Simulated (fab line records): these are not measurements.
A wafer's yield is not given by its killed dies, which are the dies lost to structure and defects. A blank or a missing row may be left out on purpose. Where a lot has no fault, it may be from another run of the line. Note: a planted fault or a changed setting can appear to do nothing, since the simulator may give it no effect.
fab line records	flow n5Finfet
record: lots: 9	wafers: 27	lastDay: 18
route steps=1938 shown BEOL_M4@1111 BEOL_M7@1309 PASSIVATION@1936
lots with no fault: from the same line, run without faults
startH: hours from the record's opening day to when the first of the lot's shown wafers began	waitH: hours elapsed since this lot's preceding step	" identical to the entry in the row above	L1.1+2: one row covering several wafers at once	- no value, or no start given	* or withheld: withheld	< > ~ a bound
route shown NAME@n: NAME is a module with steps in the file, n the number in the route of the first one	usual: the fault-free wafers' mean and standard deviation	same: alike in all rows	chamber/n: place in a boat	sites: per-site readings	_std_site: their standard deviation	_edge_site: mean of outer sites minus mean of inner sites	radiusMm: how far each site lies from the wafer's centre	mask NAME#n: copy n	behind: the tool/chamber that last shaped the wafer	hold: why the lot went on hold/how many hours it stayed there/how the hold came to an end	device: the transistor (n, p or np) that didn't switch	end of line: tests of these same wafers at the route's end	a step with no rows: only its recipe	killed: dies that structure and defects cost at the first sort, which is not the same as the wafer's yield	map: dies across one wafer; x = killed, . = not, _ = none there
set.NAME: the run value of the setting; set.NAME@STEP: its run value at that earlier step	model.NAME: the simulator's own value behind a step, which no gauge read
a sample of lots followed through the steps of the route, with each step as a table and each wafer as a row
services: the hour from which a tool's chamber was out of use, counted from the record's first day as startH (under 0 if before that day), plus the number of hours and why
== steps ==
step: N5_BEOL_M4_RC_MEAS_101
usual: DIBL_N: 36.2/1.6	DIBL_P: 36.1/2	IOFF_N: 0.16/0.032	IOFF_P: 0.22/0.036	ION_N: 672/11	ION_P: 463/7.5	SS_N: 71.4/0.58	SS_P: 73.2/0.67	VT_N: 250/3.3	VT_P: -250/3.3
lot.wafer	tool	chamber	startH	waitH	DIBL_N[mV/V]	DIBL_P[mV/V]	IOFF_N[nA/um]	IOFF_P[nA/um]	ION_N[uA/um]	ION_P[uA/um]	SS_N[mV/dec]	SS_P[mV/dec]	VT_N[mV]	VT_P[mV]
L974.2	prober-02	0	181.64	0.2	36.3	35.6	0.16	0.23	683	474	71.8	73.3	247	-250
L974.5	"	0	"	"	37.3	37.0	0.18	0.25	680	465	71.7	73.5	247	-246
L974.6	"	0	"	"	37.1	36.1	0.16	0.22	680	472	71.6	73.8	248	-250
L976.2	prober-01	0	200.53	0.2	37.3	36.4	0.17	0.23	673	467	71.5	73.2	250	-247
L976.5	"	0	"	"	36.5	34.5	0.17	0.20	678	459	71.8	72.7	247	-249
L976.6	"	0	"	"	34.3	33.2	0.13	0.18	668	457	70.1	72.1	249	-250
L977.2	prober-02	0	217.83	0.2	36.2	36.8	0.15	0.20	654	455	72.1	73.0	252	-251
L977.3	"	0	"	"	35.3	34.3	0.12	0.17	665	461	71.8	72.3	255	-253
L977.6	"	0	"	"	37.4	39.0	0.18	0.23	671	458	71.7	74.2	248	-250
L979.1	prober-01	0	220.24	0.0	37.7	38.2	0.22	0.30	675	464	71.6	74.1	245	-245
L979.2	"	0	"	"	35.6	36.0	0.17	0.24	685	471	71.0	73.0	245	-248
L979.5	"	0	"	"	35.2	35.4	0.16	0.24	667	466	70.4	73.9	250	-245
L980.2	prober-02	0	224.69	0.2	37.7	37.1	0.17	0.24	675	471	71.8	73.0	247	-246
L980.5	"	0	"	"	37.3	38.2	0.16	0.26	678	471	71.5	74.0	248	-245
L980.6	"	0	"	"	37.0	38.0	0.16	0.24	682	466	71.5	72.8	249	-246
L992.2	prober-02	0	294.98	0.2	33.0	30.8	0.11	0.15	649	449	71.1	72.6	257	-254
L992.3	"	0	"	"	38.4	38.8	0.20	0.27	676	463	71.9	74.0	248	-244
L992.4	"	0	"	"	35.4	34.2	0.13	0.19	670	463	71.2	72.6	251	-249
L991.2	prober-02	0	305.23	0.2	40.5	38.1	0.21	0.27	666	462	71.8	73.7	246	-247
L991.4	"	0	"	"	37.6	34.2	0.15	0.20	660	462	71.4	72.6	250	-250
L991.5	"	0	"	"	38.3	34.9	0.16	0.20	653	457	71.7	72.8	251	-250
L990.1	prober-02	0	317.33	0.0	35.7	34.4	0.15	0.18	675	458	71.3	73.4	250	-255
L990.4	"	0	"	"	35.1	34.1	0.15	0.17	665	449	71.9	73.3	252	-251
L990.5	"	0	"	"	36.1	35.5	0.16	0.19	679	455	71.9	73.0	249	-251
L994.1	prober-02	0	339.85	0.0	38.7	39.5	0.20	0.25	694	469	72.4	73.6	244	-246
L994.5	"	0	"	"	36.5	37.2	0.16	0.22	679	470	72.2	73.4	250	-247
L994.6	"	0	"	"	34.7	35.7	0.13	0.20	661	465	71.4	72.2	252	-252
step: N5_BEOL_M7_ETCH_41
recipe: chemistry: CH3F/O2	target: SiCN	targetDepthA: 319	taperDeg: 2	timeS: 57.8	ionEnergyEv: 120	maskMaterial: TiN	pressureMtorr: 30	sourceW: 395	biasW: 75	Ar_flow_sccm: 150	CH3F_flow_sccm: 30	O2_flow_sccm: 20
usual: drypumpMotorCurrentA: 5.6/0.47	oesProductAu: 0.77/0.085	rfFwdPowerW: 391.5/1.6	rfVppV: 297.3/1.3	showerheadPlenumPTorr: 2.00/0.053	throttleValvePct: 16.40/0.21
lot.wafer	tool	chamber	startH	waitH	drypumpMotorCurrentA	oesProductAu	rfFwdPowerW	rfHoursCounterH	rfVppV	showerheadPlenumPTorr	throttleValvePct
L974.2	rieDiel-05	3	-	-	5.8	0.74	392.6	170	297.5	1.98	16.39
L974.5	"	2	"	"	5.3	0.72	392.0	-	297.7	1.99	16.28
L974.6	"	3	"	"	5.8	0.74	393.8	-	297.1	1.98	16.37
L976.2	rieDiel-04	2	-	-	6.5	0.68	392.3	247	296.0	1.90	16.40
L976.5	"	2	"	"	6.5	0.69	390.9	-	295.3	1.90	16.39
L976.6	"	0	"	"	6.1	0.73	392.1	-	296.1	1.99	16.42
L977.2	rieDiel-03	1	-	-	5.1	0.75	395.9	171	296.7	1.99	16.36
L977.3	"	0	"	"	5.5	0.84	389.5	77	294.7	1.94	16.28
L977.6	"	3	"	"	5.6	0.75	390.5	-	300.0	2.07	16.71
L979.1	rieDiel-05	1	-	-	5.5	0.69	387.1	209	294.9	1.97	16.44
L979.2	"	0	"	"	5.8	0.71	392.5	208	299.3	2.06	16.49
L979.5	"	2	"	"	5.3	0.72	392.9	-	298.3	1.99	16.32
L980.2	rieDiel-05	1	-	-	5.5	0.68	389.8	210	297.3	1.97	16.43
L980.5	"	0	"	"	5.8	0.71	392.5	-	299.1	2.06	16.49
L980.6	"	1	"	"	5.5	0.68	389.4	-	298.3	1.97	16.45
L992.2	rieDiel-05	2	-	-	5.2	0.69	391.2	220	296.0	1.98	16.36
L992.3	"	3	"	"	5.8	0.72	394.9	205	296.4	1.97	16.42
L992.4	"	1	"	"	5.5	0.67	388.8	224	296.9	1.97	16.46
L991.2	rieDiel-03	1	-	-	5.1	0.73	393.5	196	298.1	1.98	16.44
L991.4	"	0	"	"	5.5	0.81	390.1	-	296.6	1.93	16.33
L991.5	"	1	"	"	5.1	0.73	394.1	-	297.9	1.98	16.42
L990.1	rieDiel-04	3	-	-	5.0	0.90	393.6	21	296.0	1.97	16.17
L990.4	"	1	"	"	5.6	0.74	390.8	163	299.1	1.99	16.68
L990.5	"	0	"	"	6.2	0.70	392.5	-	296.2	1.98	16.48
L994.1	rieDiel-04	3	-	-	5.0	0.89	393.3	29	297.0	1.96	16.19
L994.5	"	1	"	"	5.5	0.73	391.1	-	298.2	1.99	16.69
L994.6	"	0	"	"	6.2	0.69	392.0	-	296.4	1.98	16.52
step: N5_BEOL_M7_DEGAS_44
recipe: ambient: vacuum	tempC: 250	timeS: 60
usual: heaterPowerW: 319/35
lot.wafer	tool	chamber	startH	waitH	heaterPowerW
L974.2	pvdSputter-01	-	210.25	0.2	359
L974.5	"	-	"	"	355
L974.6	"	-	"	"	344
L976.2	pvdSputter-02	-	233.07	1.0	422
L976.5	"	-	"	"	354
L976.6	"	-	"	"	304
L977.2	pvdSputter-02	-	248.38	0.4	304
L977.3	"	-	"	"	424
L977.6	"	-	"	"	337
L979.1	pvdSputter-02	-	252.14	0.5	310
L979.2	"	-	"	"	332
L979.5	"	-	"	"	302
L980.2	pvdSputter-02	-	256.17	0.4	335
L980.5	"	-	"	"	304
L980.6	"	-	"	"	359
L992.2	pvdSputter-03	-	319.23	0.3	279
L992.3	"	-	"	"	288
L992.4	"	-	"	"	320
L991.2	pvdSputter-01	-	330.42	0.9	359
L991.4	"	-	"	"	360
L991.5	"	-	"	"	280
L990.1	pvdSputter-03	-	346.68	0.6	326
L990.4	"	-	"	"	279
L990.5	"	-	"	"	326
L994.1	pvdSputter-03	-	370.15	0.5	282
L994.5	"	-	"	"	305
L994.6	"	-	"	"	321
step: N5_BEOL_M7_CVD_78
recipe: material: Co	targetThkA: 20	tempC: withheld	precursor: CCTBA/H2	pressureTorr: 30	timeS: 142.3
usual: chamberPressureTorr: 30.00/0.065	runLengthS: 165.0/0.64
lot.wafer	tool	chamber	startH	waitH	chamberPressureTorr	runLengthS
L974.2	cvdCo-02	1	212.50	0.1	30.10	165.5
L974.5	"	2	"	"	30.06	165.4
L974.6	"	0	"	"	30.09	164.9
L976.2	cvdCo-01	0	233.56	0.1	30.07	165.0
L976.5	"	2	"	"	29.85	164.1
L976.6	"	1	"	"	29.97	166.2
L977.2	cvdCo-02	1	248.86	0.0	30.01	164.7
L977.3	"	2	"	"	29.90	165.9
L977.6	"	0	"	"	30.00	164.5
L979.1	cvdCo-01	2	252.77	0.1	30.05	163.9
L979.2	"	1	"	"	29.98	165.4
L979.5	"	1	"	"	30.06	165.3
L980.2	cvdCo-02	1	256.92	0.3	29.99	164.5
L980.5	"	1	"	"	30.01	165.6
L980.6	"	0	"	"	30.07	164.8
L992.2	cvdCo-02	0	319.77	0.1	-	-
L992.3	"	2	"	"	-	-
L992.4	"	0	"	"	-	-
L991.2	cvdCo-01	2	331.02	0.2	-	-
L991.4	"	1	"	"	-	-
L991.5	"	0	"	"	-	-
L990.1	cvdCo-02	2	347.17	0.1	-	-
L990.4	"	2	"	"	-	-
L990.5	"	1	"	"	-	-
L994.1	cvdCo-02	2	370.62	0.0	29.98	165.6
L994.5	"	0	"	"	30.02	164.5
L994.6	"	2	"	"	30.04	165.3
step: N5_BEOL_M7_ANNEAL_51
recipe: tempC: 225	timeS: 90	ambient: N2
usual: annealTempC: 224.98/0.17	wafer_temp_C_max: 226.3/0.67
lot.wafer	tool	chamber	startH	waitH	annealTempC	wafer_temp_C_max
L974.2	rtpAnneal-01	0	213.01	0.2	224.90	227.2
L974.5	"	0	"	"	224.63	227.1
L974.6	"	0	"	"	224.99	226.9
L976.2	rtpAnneal-01	0	234.01	0.1	225.09	226.8
L976.5	"	0	"	"	224.98	226.8
L976.6	"	0	"	"	224.98	226.9
L977.2	rtpAnneal-02	0	249.26	0.1	224.63	225.6
L977.3	"	0	"	"	225.05	225.5
L977.6	"	0	"	"	224.69	225.6
L979.1	rtpAnneal-01	0	254.48	0.2	224.53	226.6
L979.2	"	0	"	"	224.71	226.9
L979.5	"	0	"	"	224.74	226.1
L980.2	rtpAnneal-01	0	257.54	0.3	224.98	226.7
L980.5	"	0	"	"	225.03	226.4
L980.6	"	0	"	"	225.20	227.3
L992.2	rtpAnneal-02	0	320.40	0.1	225.08	225.5
L992.3	"	0	"	"	225.09	225.5
L992.4	"	0	"	"	225.05	225.6
L991.2	rtpAnneal-02	0	331.75	0.3	225.26	225.7
L991.4	"	0	"	"	225.26	225.4
L991.5	"	0	"	"	225.11	225.6
L990.1	rtpAnneal-01	0	347.63	0.2	225.05	226.4
L990.4	"	0	"	"	224.84	226.8
L990.5	"	0	"	"	224.73	226.8
L994.1	rtpAnneal-02	0	371.24	0.3	224.76	225.5
L994.5	"	0	"	"	224.92	225.5
L994.6	"	0	"	"	224.82	225.7
step: N5_BEOL_M7_CMP_52
recipe: stopOn: SiCOH_lowk	tOverpolishS: 6.9	downForcePsi: 1	platenRpm: 50	clearingPlatenDownForcePsi: 1.5	clearingPlatenRpm: 50	postCmpClean: cuAlkaline	targetThkNm: 80	clearingPlatenPadVelocityMS: 0.99484	padVelocityMS: 0.99484
usual: barrierFieldEndpointS: 29.3/0.85	motorCurrentA: 6.0/0.58
lot.wafer	tool	chamber	startH	waitH	barrierFieldEndpointS	motorCurrentA
L974.2	cmp-03	2	213.26	0.2	29.5	6.7
L974.5	"	2	"	"	29.5	6.4
L974.6	"	3	"	"	29.6	6.1
L976.2	cmp-01	2	234.26	0.2	27.0	5.8
L976.6	"	2	"	"	28.1	5.9
L976.5	"	3	"	"	29.9	6.8
L977.2	cmp-04	3	249.52	0.2	29.5	6.9
L977.3	"	0	"	"	29.0	5.9
L977.6	"	3	"	"	30.1	7.1
L979.2	cmp-03	0	254.81	0.2	28.7	5.4
L979.1	"	2	"	"	28.2	6.6
L979.5	"	3	"	"	29.2	5.4
L980.2	cmp-03	3	257.85	0.3	29.0	6.1
L980.5	"	2	"	"	29.7	6.5
L980.6	"	3	"	"	28.9	5.9
L992.4	cmp-01	0	320.70	0.2	27.8	6.2
L992.3	"	1	"	"	27.4	5.4
L992.2	"	2	"	"	26.7	5.9
L991.2	cmp-04	1	332.23	0.4	26.4	4.7
L991.4	"	0	"	"	26.6	6.3
L991.5	"	1	"	"	26.7	4.8
L990.4	cmp-03	3	347.97	0.2	27.9	5.7
L990.1	"	0	"	"	26.4	5.2
L990.5	"	3	"	"	28.0	6.2
L994.1	cmp-01	1	371.58	0.3	27.9	5.4
L994.5	"	0	"	"	28.5	6.5
L994.6	"	1	"	"	28.7	5.2
step: N5_PASSIVATION_PROBE_49
usual: defectLimitedYield: 91.4/1.3	killed_at_M0_to_M3: 34/10	killed_at_M4_up: 14/5.6	killedAtContacts: 13/5.9	killedAtFrontEnd: 37/9.9	killedAtOther: 3.5/2.8	killedDies: 101/15	killedOnRim: 13/3.9	killedOpen: 67/12	killedShort: 32/6.6	sort_bin_5_function: 5.0/0.81	sort_bin_6_memory: 3.2/0.66	sortNPass: 1079/15	sortYieldPct: 91.4/1.3
same: grossDies: 1180	killedAtBackSide: 0	sort_bin_4_leakage[%]: 0	sort_bin_8_speed[%]: 0
lot.wafer	tool	chamber	startH	waitH	defectLimitedYield[%]	killed_at_M0_to_M3	killed_at_M4_up	killedAtContacts	killedAtFrontEnd	killedAtOther	killedDies	killedOnRim	killedOpen	killedShort	sort_bin_5_function[%]	sort_bin_6_memory[%]	sortNPass	sortYieldPct[%]
L974.2	prober-02	-	288.47	0.1	92.5	39	12	8	26	3	88	16	59	28	4.0	3.2	1092	92.5
L974.5	prober-02	-	288.62	0.2	92.6	33	22	4	26	2	87	13	61	23	4.4	2.5	1093	92.6
L974.6	prober-02	-	288.67	0.3	92.4	34	14	8	30	4	90	16	55	34	4.3	3.2	1090	92.4
L976.2	prober-01	-	311.72	0.1	92.3	39	25	7	18	2	91	15	66	25	5.3	2.3	1089	92.3
L976.5	prober-01	-	311.87	0.2	92.0	35	21	10	28	0	94	10	70	24	5.1	2.9	1086	92.0
L976.6	prober-01	-	311.92	0.3	92.0	35	20	10	27	2	94	15	63	28	4.4	3.1	1086	92.0
L977.2	prober-02	-	323.84	0.1	92.3	31	8	19	24	9	91	14	59	31	4.6	2.8	1089	92.3
L977.3	prober-02	-	323.89	0.1	91.9	29	17	16	31	2	95	9	68	27	4.7	3.3	1085	91.9
L977.6	prober-02	-	324.04	0.3	92.1	23	9	11	42	8	93	13	51	42	4.7	2.6	1087	92.1
L979.1	prober-01	-	328.61	0.0	95.2	18	11	3	24	1	57	11	38	19	2.6	1.9	1123	95.2
L979.2	prober-01	-	328.66	0.1	91.9	26	12	9	43	5	95	8	56	38	4.7	3.0	1085	91.9
L979.5	prober-01	-	328.81	0.2	93.3	17	13	6	39	4	79	10	57	22	3.6	2.9	1101	93.3
L980.2	prober-01	-	336.84	0.1	93.1	21	13	9	35	3	81	12	47	27	3.8	1.9	1099	93.1
L980.5	prober-01	-	336.99	0.2	92.7	17	9	12	47	1	86	7	50	35	3.8	3.0	1094	92.7
L980.6	prober-01	-	337.04	0.3	93.7	27	13	8	24	2	74	2	52	22	3.6	2.5	1106	93.7
L992.2	prober-01	-	397.32	0.1	18.1	41	890	4	27	5	967	112	73	24	69.1	12.8	213	18.1
L992.3	prober-01	-	397.37	0.1	17.2	28	912	11	23	3	977	85	41	34	69.7	12.5	203	17.2
L992.4	prober-01	-	397.42	0.2	18.6	41	885	5	26	3	960	107	62	23	68.9	12.3	220	18.6
L991.2	prober-02	-	404.77	0.1	16.8	30	897	9	43	3	982	114	60	27	70.8	11.9	198	16.8
L991.4	prober-02	-	404.87	0.2	18.7	35	885	8	27	4	959	113	60	24	69.0	12.1	221	18.7
L991.5	prober-02	-	404.92	0.2	18.1	34	883	8	40	2	967	86	66	24	67.5	14.0	213	18.1
L990.1	prober-02	-	418.65	0.6	17.5	19	893	18	41	3	974	86	68	28	69.2	13.1	206	17.5
L990.4	prober-02	-	418.80	0.7	17.8	26	912	8	18	6	970	66	37	28	69.0	13.1	210	17.8
L990.5	prober-02	-	418.85	0.8	17.0	28	905	11	33	2	979	100	68	24	69.3	13.2	201	17.0
L994.1	prober-02	-	438.86	0.0	91.4	39	12	16	33	2	102	15	70	32	5.3	3.0	1078	91.4
L994.5	prober-02	-	439.06	0.2	91.6	37	19	20	20	3	99	13	67	30	5.0	3.1	1081	91.6
L994.6	prober-02	-	439.11	0.3	93.7	33	11	6	20	4	74	8	38	36	4.0	2.3	1106	93.7
killed by level:class
L974.2 BEOL_M2:geometricParticle:open=9 STI_FIN_REVEAL:geometricParticle:open=8 MOL_CONTACT_COAG:geometricParticle:open=8 BEOL_M0_SAQP:geometricParticle:open=6 GATE_CUT:geometricParticle:short=5 BEOL_M0_SAQP:geometricParticle:short=5 BEOL_M0:geometricParticle:open=5 BEOL_M1:geometricParticle:open=4
L974.5 BEOL_M2:geometricParticle:open=12 BEOL_M4:geometricParticle:open=10 GATE_CUT:geometricParticle:short=6 BEOL_M0_SAQP:geometricParticle:open=6 STI_FIN_REVEAL:geometricParticle:open=4 BEOL_M1:geometricParticle:open=4 FIN_SAQP:geometricParticle:open=3 GATE_CUT:geometricParticle:open=3
L974.6 MOL_CONTACT_COAG:geometricParticle:open=7 FIN_SAQP:geometricParticle:short=6 BEOL_M0_SAQP:geometricParticle:short=6 STI_FIN_REVEAL:geometricParticle:open=5 BEOL_M0_SAQP:geometricParticle:open=5 BEOL_M2:geometricParticle:open=5 BEOL_M4:geometricParticle:open=5 BEOL_M1:geometricParticle:short=4
L976.2 BEOL_M0_SAQP:geometricParticle:open=11 BEOL_M4:geometricParticle:open=11 BEOL_M2:geometricParticle:open=9 BEOL_M3:geometricParticle:open=8 BEOL_M5:geometricParticle:open=5 MOL_CONTACT_COAG:geometricParticle:open=5 BEOL_M0_SAQP:geometricParticle:short=4 FIN_SAQP:geometricParticle:open=3
L976.5 BEOL_M3:geometricParticle:open=11 BEOL_M4:geometricParticle:open=11 BEOL_M0_SAQP:geometricParticle:short=9 MOL_CONTACT_COAG:geometricParticle:open=8 BEOL_M2:geometricParticle:open=8 STI_FIN_REVEAL:geometricParticle:open=5 ILD0:geometricParticle:open=4 GATE_CUT:geometricParticle:open=4
L976.6 BEOL_M3:geometricParticle:open=10 MOL_CONTACT_COAG:geometricParticle:open=9 BEOL_M0_SAQP:geometricParticle:open=9 BEOL_M4:geometricParticle:open=9 FIN_SAQP:geometricParticle:open=7 BEOL_M0_SAQP:geometricParticle:short=5 FIN_SAQP:geometricParticle:short=4 BEOL_M2:geometricParticle:open=4
L977.2 MOL_CONTACT_COAG:geometricParticle:open=16 BEOL_M0_SAQP:geometricParticle:open=12 BEOL_M0_SAQP:geometricParticle:short=8 FIN_SAQP:geometricParticle:short=6 FIN_SAQP:geometricParticle:open=4 BEOL_M4:geometricParticle:open=4 STI_FIN_REVEAL:geometricParticle:short=3 BEOL_M2:geometricParticle:open=3
L977.3 MOL_CONTACT_COAG:geometricParticle:open=16 BEOL_M0_SAQP:geometricParticle:short=9 BEOL_M0_SAQP:geometricParticle:open=8 BEOL_M4:geometricParticle:open=8 GATE_CUT:geometricParticle:short=7 BEOL_M2:geometricParticle:open=7 STI_FIN_REVEAL:geometricParticle:open=6 FIN_SAQP:geometricParticle:open=4
L977.6 FIN_SAQP:geometricParticle:open=12 MOL_CONTACT_COAG:geometricParticle:open=10 FIN_SAQP:geometricParticle:short=7 BEOL_M0_SAQP:geometricParticle:short=6 STI_FIN_REVEAL:geometricParticle:open=5 BEOL_M2:geometricParticle:short=4 BEOL_M2:geometricParticle:open=4 STI_FIN_REVEAL:geometricParticle:short=3
L979.1 FIN_SAQP:geometricParticle:open=10 GATE_CUT:geometricParticle:short=5 BEOL_M2:geometricParticle:open=5 BEOL_M4:geometricParticle:open=4 STI_FIN_REVEAL:geometricParticle:open=3 MOL_CONTACT_COAG:geometricParticle:open=3 BEOL_M0_SAQP:geometricParticle:short=3 BEOL_M1:geometricParticle:short=3
L979.2 FIN_SAQP:geometricParticle:open=19 FIN_SAQP:geometricParticle:short=10 BEOL_M4:geometricParticle:open=7 MOL_CONTACT_COAG:geometricParticle:open=6 BEOL_M0_SAQP:geometricParticle:short=6 BEOL_M2:geometricParticle:open=6 DUMMY_GATE:geometricParticle:open=5 GATE_CUT:geometricParticle:short=4
L979.5 FIN_SAQP:geometricParticle:open=18 FIN_SAQP:geometricParticle:short=11 BEOL_M5:geometricParticle:open=7 BEOL_M1:geometricParticle:open=5 MOL_CONTACT_COAG:geometricParticle:open=4 BEOL_M0_SAQP:geometricParticle:short=4 STARTING-WAFER:geometricParticle:short=3 BEOL_M0_SAQP:geometricParticle:open=3
L980.2 BEOL_M1:geometricParticle:open=8 MOL_CONTACT_COAG:geometricParticle:open=7 HKMG_FIN:areaEtch=7 BEOL_M4:geometricParticle:open=6 STI_FIN_REVEAL:geometricParticle:open=5 GATE_CUT:geometricParticle:short=5 STARTING-WAFER:geometricParticle:open=5 BEOL_M0_SAQP:geometricParticle:short=4
L980.5 FIN_SAQP:geometricParticle:short=18 FIN_SAQP:geometricParticle:open=11 MOL_CONTACT_COAG:geometricParticle:open=11 BEOL_M0_SAQP:geometricParticle:short=6 BEOL_M2:geometricParticle:open=5 BEOL_M4:geometricParticle:open=5 DUMMY_GATE:geometricParticle:open=4 GATE_CUT:geometricParticle:short=4
L980.6 BEOL_M1:geometricParticle:open=8 MOL_CONTACT_COAG:geometricParticle:open=7 BEOL_M4:geometricParticle:open=7 BEOL_M2:geometricParticle:open=6 STI_FIN_REVEAL:geometricParticle:open=5 DUMMY_GATE:geometricParticle:open=5 BEOL_M1:geometricParticle:short=5 FIN_SAQP:geometricParticle:open=3
L992.2 BEOL_M7:areaCvd=528 BEOL_M7:interfaceVoidOpened=341 BEOL_M0_SAQP:geometricParticle:open=12 BEOL_M4:geometricParticle:open=10 BEOL_M0:geometricParticle:open=7 BEOL_M3:geometricParticle:open=7 BEOL_M0_SAQP:geometricParticle:short=6 FIN_SAQP:geometricParticle:open=5
L992.3 BEOL_M7:areaCvd=550 BEOL_M7:interfaceVoidOpened=352 BEOL_M0_SAQP:geometricParticle:short=8 GATE_CUT:geometricParticle:short=7 BEOL_M4:geometricParticle:open=7 MOL_CONTACT_COAG:geometricParticle:open=6 MOL_CONTACT_COAG:geometricParticle:short=5 BEOL_M1:geometricParticle:short=4
L992.4 BEOL_M7:areaCvd=545 BEOL_M7:interfaceVoidOpened=330 BEOL_M0_SAQP:geometricParticle:short=8 BEOL_M0_SAQP:geometricParticle:open=8 BEOL_M3:geometricParticle:open=8 FIN_SAQP:geometricParticle:open=7 BEOL_M2:geometricParticle:open=7 BEOL_M4:geometricParticle:open=6
L991.2 BEOL_M7:areaCvd=547 BEOL_M7:interfaceVoidOpened=345 STI_FIN_REVEAL:geometricParticle:open=11 FIN_SAQP:geometricParticle:open=10 BEOL_M2:geometricParticle:open=8 GATE_CUT:geometricParticle:short=7 MOL_CONTACT_COAG:geometricParticle:open=6 BEOL_M3:geometricParticle:open=6
L991.4 BEOL_M7:areaCvd=542 BEOL_M7:interfaceVoidOpened=332 BEOL_M3:geometricParticle:open=15 MOL_CONTACT_COAG:geometricParticle:open=7 BEOL_M0_SAQP:geometricParticle:short=5 BEOL_M1:geometricParticle:open=4 DUMMY_GATE:geometricParticle:short=4 BEOL_M0:geometricParticle:open=4
L991.5 BEOL_M7:areaCvd=504 BEOL_M7:interfaceVoidOpened=373 SPACER0:geometricParticle:open=10 BEOL_M3:geometricParticle:open=10 FIN_SAQP:geometricParticle:open=8 DUMMY_GATE:geometricParticle:open=7 MOL_CONTACT_COAG:geometricParticle:open=5 BEOL_M0_SAQP:geometricParticle:open=5
L990.1 BEOL_M7:areaCvd=548 BEOL_M7:interfaceVoidOpened=328 MOL_CONTACT_COAG:geometricParticle:open=15 STI_FIN_REVEAL:geometricParticle:open=11 FIN_SAQP:geometricParticle:open=5 DUMMY_GATE:geometricParticle:open=5 BEOL_M0_SAQP:geometricParticle:short=5 BEOL_M6:geometricParticle:open=4
L990.4 BEOL_M7:areaCvd=553 BEOL_M7:interfaceVoidOpened=350 BEOL_M0_SAQP:geometricParticle:short=13 MOL_CONTACT_COAG:geometricParticle:open=7 STI_FIN_REVEAL:geometricParticle:open=4 BEOL_M0_SAQP:geometricParticle:open=4 BEOL_M2:geometricParticle:open=4 BEOL_M4:geometricParticle:open=4
L990.5 BEOL_M7:areaCvd=538 BEOL_M7:interfaceVoidOpened=346 STI_FIN_REVEAL:geometricParticle:open=11 MOL_CONTACT_COAG:geometricParticle:open=9 BEOL_M3:geometricParticle:open=8 BEOL_M2:geometricParticle:open=7 FIN_SAQP:geometricParticle:open=5 BEOL_M4:geometricParticle:open=5
L994.1 BEOL_M0_SAQP:geometricParticle:open=14 MOL_CONTACT_COAG:geometricParticle:open=13 BEOL_M0_SAQP:geometricParticle:short=13 STI_FIN_REVEAL:geometricParticle:open=8 FIN_SAQP:geometricParticle:open=7 BEOL_M3:geometricParticle:open=6 FIN_SAQP:geometricParticle:short=4 BEOL_M4:geometricParticle:open=4
L994.5 MOL_CONTACT_COAG:geometricParticle:open=16 BEOL_M0_SAQP:geometricParticle:open=15 BEOL_M4:geometricParticle:open=10 BEOL_M0_SAQP:geometricParticle:short=9 BEOL_M2:geometricParticle:open=9 FIN_SAQP:geometricParticle:short=6 STI_FIN_REVEAL:geometricParticle:open=5 MOL_CONTACT_COAG:geometricParticle:short=4
L994.6 BEOL_M0_SAQP:geometricParticle:short=17 FIN_SAQP:geometricParticle:open=6 DUMMY_GATE:geometricParticle:open=5 BEOL_M1:geometricParticle:open=4 BEOL_M0_SAQP:geometricParticle:open=4 BEOL_M2:geometricParticle:open=4 GATE_CUT:geometricParticle:short=3 MOL_CONTACT_COAG:geometricParticle:short=3
== services ==
tool	chamber	startH	hours	kind
cmp-04	-	188.59	1.0	repair
cvdCo-02	2	189.78	8.0	repair
rieDiel-03	1	194.09	2.4	repair
cmp-04	-	197.14	0.6	repair
pvdSputter-02	-	207.32	1.6	repair
cmp-03	-	208.71	0.5	repair
cvdCo-01	-	208.98	14.6	pm
cmp-01	-	209.41	4.0	pm
cmp-04	-	235.74	4.0	pm
rieDiel-03	1	238.76	4.5	repair
rieDiel-04	3	285.00	27.2	repair
rtpAnneal-02	-	287.30	3.2	pm
cmp-01	-	291.99	1.7	repair
cmp-03	-	311.97	4.0	pm
cmp-03	-	315.97	-	consumableReplace:conditioner
cmp-03	-	315.97	-	consumableReplace:pad
cvdCo-01	-	319.27	6.9	pm
rieDiel-04	0	322.48	6.7	repair
cmp-03	-	324.02	4.8	pm
cmp-01	-	340.13	7.8	pm
cmp-04	-	346.63	0.8	repair
cvdCo-01	-	349.28	0.4	repair
rieDiel-04	-	351.21	1.5	repair
rieDiel-05	1	366.16	8.4	repair
== key ==
firstSign: step: N5_BEOL_M7_CVD_78	reading: toolRecord	direction: missing
effect: step: N5_BEOL_M7_CMP_52	reading: barrierFieldEndpointS	direction: down	sigmas: 2.6	usual: 29.3	struck: 27.1
effect: step: N5_PASSIVATION_PROBE_49	reading: killed_at_M4_up	direction: up	sigmas: 99+	usual: 14	struck: 896
moreKillsBornAt: N5_BEOL_M7_CVD_78@cvdCo-02: 3262	N5_BEOL_M7_CVD_78@cvdCo-01: 1593
metAt N5_BEOL_M7_CVD_78
struckLots L990,L991,L992
laterRowsLeftOut L990.1,L990.4,L990.5,L991.2,L991.4,L991.5,L992.2,L992.3,L992.4
notActingAt N5_BEOL_M7_ETCH_41,N5_BEOL_M7_DEGAS_44,N5_BEOL_M7_ANNEAL_51
onsetBetween 256.92 319.77
fault: kind: skippedStepWhole	tool: cvdCo-01,cvdCo-02	chamber: -	onsetH: 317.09	steps: N5_BEOL_M7_CVD_78	scope: struckLotsOnly
laterRowsLeftOut: the simulator's readings of these wafers behind a module that went badly wrong aren't trusted and aren't shown, but for the sort
